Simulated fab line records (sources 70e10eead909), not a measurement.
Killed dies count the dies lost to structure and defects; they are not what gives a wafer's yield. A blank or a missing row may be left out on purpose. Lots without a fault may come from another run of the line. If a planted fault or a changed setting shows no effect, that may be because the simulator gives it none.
Code-filled problem report in 8D (eight disciplines) form | flow nand-harc | the parts of the form that need people (team, actions taken, sign-off) are left out

1. PROBLEM STATEMENT
Wafers with no fault read 3.0 with a standard deviation of 2.5, whereas killed-at-periphery at NHARC_END_SORT_01 reads a mean of 643.0 on 1 wafer of 1 lot. So: +99 or more standard deviations from the usual mean.
First seen on wafer L528.6, day 23 10:10, on prober-02. The record has a number at this step for 12 wafers belonging to 4 lots. Rule for "out" (also "out of limits"): further than 4 standard deviations from the usual mean. The rest of the wafers with a number are treated as sound.

2. WHAT THIS IS AND IS NOT
question                    | is                                                                                                                      | is not
which readings at this step | killed-at-periphery, defect-limited-yield, killed-dies, sort_bin_2_pct, sort-n-pass, sort-rim-yield-pct, sort-yield-pct | killed-at-array, killed-at-other, killed-open, killed-short, sort_bin_3_pct, sort_bin_4_pct
which lots                  | L528                                                                                                                    | L518, L524, L535
which wafers of those lots  | L528.6                                                                                                                  | L528.3, L528.5
read on which gauges        | prober-02                                                                                                               | prober-01
when                        | from day 23 10:10                                                                                                       | up to then (8 sound wafers); but 3 sound wafers of L535 came after

3. WHAT RULES OUT EACH SUSPECT
Counting: a tool at a process step up to the reading stays a suspect if it ran every lot that is out. Sound lots after the first of them don't rule it out here, since some wafers of a struck lot are sound.
- the gauge at NHARC_END_SORT_01: kept. All the wafers that are out were read on prober-02, and no step on other tools shows them out.
- pvd-sputter-03 at NHARC_P_M0_PVD_21 (deposits Cu, target thk 30 nm, time 20.49 s): kept. It ran the lot that is out, L528 (day 9 22:03).
Remaining after the count are pvd-sputter-03 at NHARC_P_M0_PVD_21 and prober-02 at NHARC_END_SORT_01.

4. THE CAUSE (what the simulator had put in)
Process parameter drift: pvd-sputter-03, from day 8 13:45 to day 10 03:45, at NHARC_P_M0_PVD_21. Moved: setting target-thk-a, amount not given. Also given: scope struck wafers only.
2 suspects survive the count, and this tool is in that group.

5. THE CHAIN OF EFFECTS, in route order
Rows list readings where the struck wafers' mean (over those with a number) sits beyond 3 standard deviations from the usual. Readings are gone through only where the record gives a usual standard deviation; hours: the median, over the lots, of the time from a lot's start at the first step in this table giving one to that lot's start at this step; sigmas: the change measured in usual standard deviations.
hours | step              | reading              | usual  | on struck wafers | change | sigmas
0     | NHARC_END_SORT_01 | defect-limited-yield | 95.6 % | 0.0              | -95.6  | -60
0     | NHARC_END_SORT_01 | killed-at-periphery  | 3.0    | 643.0            | +640.0 | +99 or more
0     | NHARC_END_SORT_01 | killed-dies          | 29     | 677              | +648   | +59
0     | NHARC_END_SORT_01 | sort_bin_2_pct       | 1.3 %  | 95.9             | +94.6  | +99 or more
0     | NHARC_END_SORT_01 | sort-n-pass          | 648    | 0                | -648   | -59
0     | NHARC_END_SORT_01 | sort-rim-yield-pct   | 96.5 % | 0.0              | -96.5  | -37
0     | NHARC_END_SORT_01 | sort-yield-pct       | 95.6 % | 0.0              | -95.6  | -60

6. WHAT WOULD HAVE CAUGHT IT SOONER
The first out-of-limits reading at a measuring or inspecting step in this record came at day 23 10:10, 356 hours after the fault's start at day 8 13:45.
No tool reading at NHARC_P_M0_PVD_21 that has a usual standard deviation in the record was out on any struck wafer, so an alarm limit of 4 standard deviations on those readings would not have fired.
The start of NHARC_P_M0_PVD_21 on pvd-sputter-03 came by day 23 10:10 for every one of the lots that are out (1). Holding the tool at that point would not have protected any of them.
